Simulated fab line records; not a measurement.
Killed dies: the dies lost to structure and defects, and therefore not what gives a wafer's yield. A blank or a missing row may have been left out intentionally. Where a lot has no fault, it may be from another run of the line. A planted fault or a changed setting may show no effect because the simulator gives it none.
Lot-split experiment + flow n5Finfet + 7 lots, 21 wafers read, on a route of 1938 steps

## THE SPLIT
At N5_BEOL_M9_HM_DEP_02 (deposits TiN, target thk 20 nm), the setting targetThkA was moved away from the recipe's 200 angstrom on 3 of the 21 wafers read, by +10.0% to +12.2%. For the rest of the wafers, this setting stayed at what the recipe calls for.

## FROM THE SPLIT TO THE READING: what the file shows between them, 8 steps
- N5_BEOL_M9_COAT_60: time 60 s, resist thk 30 nm (also split here: spinRpm)
- N5_BEOL_M9_COAT_05: resist thk 90 nm
- N5_BEOL_M9_EBR_07
- N5_BEOL_M9_DESCUM_16: chemistry O2, time 7.9 s
- N5_BEOL_M9_ETCH_61: etches SiARC in CF4, target depth 39 nm, time 65 s
- N5_BEOL_M9_ETCH_62: etches SOC in N2/H2, target depth 110 nm, overetch 22 nm, time 165 s
- N5_BEOL_M9_STRIP_68: strips in N2/H2
- N5_BEOL_M9_STRIP_67: strips in CF4

## THE READING
etch.depthNm (the simulator's own value, which no gauge read), in nm, at N5_BEOL_M9_HM_OPEN_17 (chemistry Cl2/BCl3, target TiN, target depth 20 nm, overetch 6 nm). There is no usual value for it anywhere in the file. Here, 18 wafers ran the recipe; their average is 20.15 nm with a standard deviation of 0.21 nm.

| wafer  | tool, chamber at the split | targetThkA as run, angstrom | against the recipe | etch.depthNm, nm | against lot-mates on the recipe |
|--------|----------------------------|-----------------------------|--------------------|------------------|---------------------------------|
| L076.1 | pvdSputter-02, -           | 200                         | recipe             | 20.54            | -                               |
| L076.2 | pvdSputter-02, -           | 200                         | recipe             | 20.52            | -                               |
| L076.3 | pvdSputter-02, -           | 200                         | recipe             | 20.4             | -                               |
| L078.4 | pvdSputter-03, -           | 200                         | recipe             | 19.87            | -                               |
| L078.5 | pvdSputter-03, -           | 200                         | recipe             | 20.08            | -                               |
| L078.6 | pvdSputter-03, -           | 200                         | recipe             | 20.02            | -                               |
| L082.3 | pvdSputter-01, -           | 200                         | recipe             | 20               | -                               |
| L082.5 | pvdSputter-01, -           | 200                         | recipe             | 19.95            | -                               |
| L082.6 | pvdSputter-01, -           | 200                         | recipe             | 20.05            | -                               |
| L085.2 | pvdSputter-02, -           | 220.4                       | +10.2%             | 22               | +2.09                           |
| L085.3 | pvdSputter-02, -           | 200                         | recipe             | 19.92            | -                               |
| L085.4 | pvdSputter-02, -           | 200                         | recipe             | 19.89            | -                               |
| L086.2 | pvdSputter-01, -           | 200                         | recipe             | 20.12            | -                               |
| L086.5 | pvdSputter-01, -           | 200                         | recipe             | 20.19            | -                               |
| L086.6 | pvdSputter-01, -           | 220                         | +10.0%             | 21.94            | +1.79                           |
| L089.1 | pvdSputter-03, -           | 200                         | recipe             | 20.2             | -                               |
| L089.2 | pvdSputter-03, -           | 200                         | recipe             | 20.23            | -                               |
| L089.4 | pvdSputter-03, -           | 200                         | recipe             | 20.11            | -                               |
| L091.1 | pvdSputter-02, -           | 224.4                       | +12.2%             | 22.89            | +2.59                           |
| L091.3 | pvdSputter-02, -           | 200                         | recipe             | 20.13            | -                               |
| L091.4 | pvdSputter-02, -           | 200                         | recipe             | 20.48            | -                               |

FIT RESULTS
A straight line over all 21 wafers: etch.depthNm changes by +0.199 nm for each +1% of targetThkA; r = +0.96; the points scatter about the line by 0.22 nm.
The same after taking each lot's own level away (the mean of its wafers on the recipe; 21 wafers): +0.201 nm for each +1%; r = +0.99; scatter 0.098 nm.
On that fit, the largest move of targetThkA shifts the reading by 2.4 nm.
Across the lots, their own levels run from 19.905 to 20.487 nm, a range of 2.8 times the standard deviation given above.
So the lot-to-lot level changes the slope little: the two slopes agree.
Check: +2.35 nm against its lot-mates is what the line predicts for one of the wafers moved furthest among these (+12.2%) when that wafer is left out of the fit. It came out at +2.59 nm against them.

## ADDITIONAL SPLITS CARRIED BY THESE WAFERS
Note: prior to the reading, these wafers also went through further splits. Each is held against what the fit with the lots' levels taken away leaves over:
| other split on the same wafers | wafers away from the commonest value | r with etch.depthNm (lot level and that fit taken away) |
|--------------------------------|--------------------------------------|---------------------------------------------------------|
| N5_BEOL_M8_COAT_22 spinRpm     | 5                                    | +0.11                                                   |
| N5_BEOL_M9_COAT_60 spinRpm     | 9                                    | -0.12                                                   |

## THE WHOLE CHAIN: every reading that the file lists as answering this split, in the file's order
| step                  | what it does                                                      | reading                                                                         | change (the file's fit)               | r (the file's) |
|-----------------------|-------------------------------------------------------------------|---------------------------------------------------------------------------------|---------------------------------------|----------------|
| N5_BEOL_M9_HM_DEP_02  | deposits TiN, target thk 20 nm                                    | TiN_of_BEOL_M9_HM_DEP_02.thkNm (the simulator's own value, which no gauge read) | +0.198 nm for each +1% of the setting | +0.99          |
| N5_BEOL_M9_HM_OPEN_17 | chemistry Cl2/BCl3, target TiN, target depth 20 nm, overetch 6 nm | etch.depthNm (the simulator's own value, which no gauge read)                   | +0.2 nm for each +1% of the setting   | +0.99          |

## FILE'S OWN FIT
etch.depthNm changes by +0.2 nm for each +1% of targetThkA, r = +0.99.
